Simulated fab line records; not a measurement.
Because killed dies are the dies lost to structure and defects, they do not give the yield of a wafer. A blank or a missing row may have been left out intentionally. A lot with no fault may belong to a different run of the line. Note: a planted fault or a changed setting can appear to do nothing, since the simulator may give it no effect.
Split-lot trial    flow n5Finfet    7 lots, 39 wafers read, on a route of 1938 steps

## THE SPLIT
At N5_BEOL_M10_ETCH_62 (etches SOC in N2/H2, target depth 110 nm, overetch 22 nm, time 165 s), the setting timeS was moved away from the recipe's 165 s on 12 of the 39 wafers read, by -53.2% to +49.6%. All remaining wafers had this setting at the recipe value.

Reading taken at the split's own step.

## THE READING
BEOL_M10.cdOffsetNm (the simulator's own value, which no gauge read), in nm, at N5_BEOL_M10_ETCH_62 (etches SOC in N2/H2, target depth 110 nm, overetch 22 nm, time 165 s). There is no usual value for it anywhere in the file. Here, 27 wafers ran the recipe; their average is -0.3 nm with a standard deviation of 0.67 nm.

wafer   tool, chamber at the split  timeS as run, s  against the recipe  BEOL_M10.cdOffsetNm, nm  against lot-mates on the recipe
L075.1  rieDiel-01, 0               165              recipe              0.6                      -
L075.2  rieDiel-01, 2               165              recipe              0.6                      -
L075.5  rieDiel-01, 0               165              recipe              0.4                      -
L077.1  rieDiel-01, 3               165              recipe              -0.6                     -
L077.2  rieDiel-01, 2               77.19            -53.2%              -2.4                     -2.0
L077.3  rieDiel-01, 0               165              recipe              -0.2                     -
L077.4  rieDiel-01, 1               165              recipe              -0.4                     -
L077.5  rieDiel-01, 2               77.19            -53.2%              -2.4                     -2.0
L077.6  rieDiel-01, 1               77.19            -53.2%              -3.2                     -2.8
L078.1  rieDiel-06, 0               165              recipe              0.4                      -
L078.2  rieDiel-06, 3               165              recipe              -0.4                     -
L078.3  rieDiel-06, 1               165              recipe              -0.2                     -
L078.4  rieDiel-06, 0               165              recipe              0.8                      -
L078.5  rieDiel-06, 1               165              recipe              -1                       -
L078.6  rieDiel-06, 3               165              recipe              0                        -
L080.1  rieDiel-01, 0               246.9            +49.6%              1.6                      +1.6
L080.2  rieDiel-01, 3               165              recipe              0.4                      -
L080.3  rieDiel-01, 1               165              recipe              0                        -
L080.4  rieDiel-01, 2               246.9            +49.6%              1.6                      +1.6
L080.5  rieDiel-01, 0               246.9            +49.6%              1.2                      +1.2
L080.6  rieDiel-01, 1               165              recipe              -0.4                     -
L081.1  rieDiel-01, 3               88.13            -46.6%              -1.2                     -1.7
L081.2  rieDiel-01, 2               165              recipe              1                        -
L081.3  rieDiel-01, 1               165              recipe              0                        -
L081.4  rieDiel-01, 0               165              recipe              0.4                      -
L081.5  rieDiel-01, 1               88.13            -46.6%              -1.2                     -1.7
L081.6  rieDiel-01, 2               88.13            -46.6%              -0.6                     -1.1
L082.1  rieDiel-06, 2               165              recipe              -0.8                     -
L082.2  rieDiel-06, 0               165              recipe              -1                       -
L082.3  rieDiel-06, 1               165              recipe              -1.4                     -
L082.4  rieDiel-06, 3               165              recipe              -0.6                     -
L082.5  rieDiel-06, 2               165              recipe              -0.8                     -
L082.6  rieDiel-06, 1               165              recipe              -1.2                     -
L089.1  rieDiel-02, 1               130.8            -20.7%              -1.4                     -0.5
L089.2  rieDiel-02, 3               165              recipe              -1.4                     -
L089.3  rieDiel-02, 2               130.8            -20.7%              -2.4                     -1.5
L089.4  rieDiel-02, 2               165              recipe              -0.6                     -
L089.5  rieDiel-02, 3               130.8            -20.7%              -1.6                     -0.7
L089.6  rieDiel-02, 1               165              recipe              -0.8                     -

THE FIT
A straight line over all 39 wafers: BEOL_M10.cdOffsetNm changes by +0.0351 nm for each +1% of timeS; r = +0.77; the points scatter about the line by 0.71 nm.
The same after taking each lot's own level away (the mean of its wafers on the recipe; 39 wafers): +0.035 nm for each +1%; r = +0.91; scatter 0.39 nm.
The reading moves by 1.9 nm for the largest change in timeS, on that fit.
Across the lots, their own levels run from -0.97 to 0.53 nm, a range of 2.2 times the standard deviation given above.
So the lot-to-lot level blurs the effect unless lot-mates are compared.
Check: with one of the wafers moved furthest among these (-53.2%) left out of the fit, the line predicts -1.9 nm for it against its lot-mates. Against them it came out at -2 nm.

## OTHER SPLITS ON THESE WAFERS
Other splits were also applied to these wafers ahead of the reading. Each is held against what the fit with the lots' levels taken away leaves over:
other split on the same wafers  wafers away from the commonest value  r with BEOL_M10.cdOffsetNm (lot level and that fit taken away)
N5_BEOL_M9_ILD_DEP_00 timeS     15                                    -0.01

## THE WHOLE CHAIN: every reading that the file lists as answering this split, in the file's order
step                 what it does                                                          reading                                                                           change (the file's fit)                                                               r (the file's)
N5_BEOL_M10_ETCH_62  etches SOC in N2/H2, target depth 110 nm, overetch 22 nm, time 165 s  etch.depthNm (the simulator's own value, which no gauge read)                     not straight: 61.89 at the lowest setting, 100.1 at the recipe, 100.3 at the highest  not given
N5_BEOL_M10_ETCH_62  etches SOC in N2/H2, target depth 110 nm, overetch 22 nm, time 165 s  SiARC_of_BEOL_M10_COAT_60.thkNm (the simulator's own value, which no gauge read)  -0.066 nm for each +1% of the setting                                                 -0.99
N5_BEOL_M10_ETCH_62  etches SOC in N2/H2, target depth 110 nm, overetch 22 nm, time 165 s  BEOL_M10.cdOffsetNm (the simulator's own value, which no gauge read)              +0.0354 nm for each +1% of the setting                                                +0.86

## THE FILE'S OWN FIT
BEOL_M10.cdOffsetNm changes by +0.0354 nm for each +1% of timeS, r = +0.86.
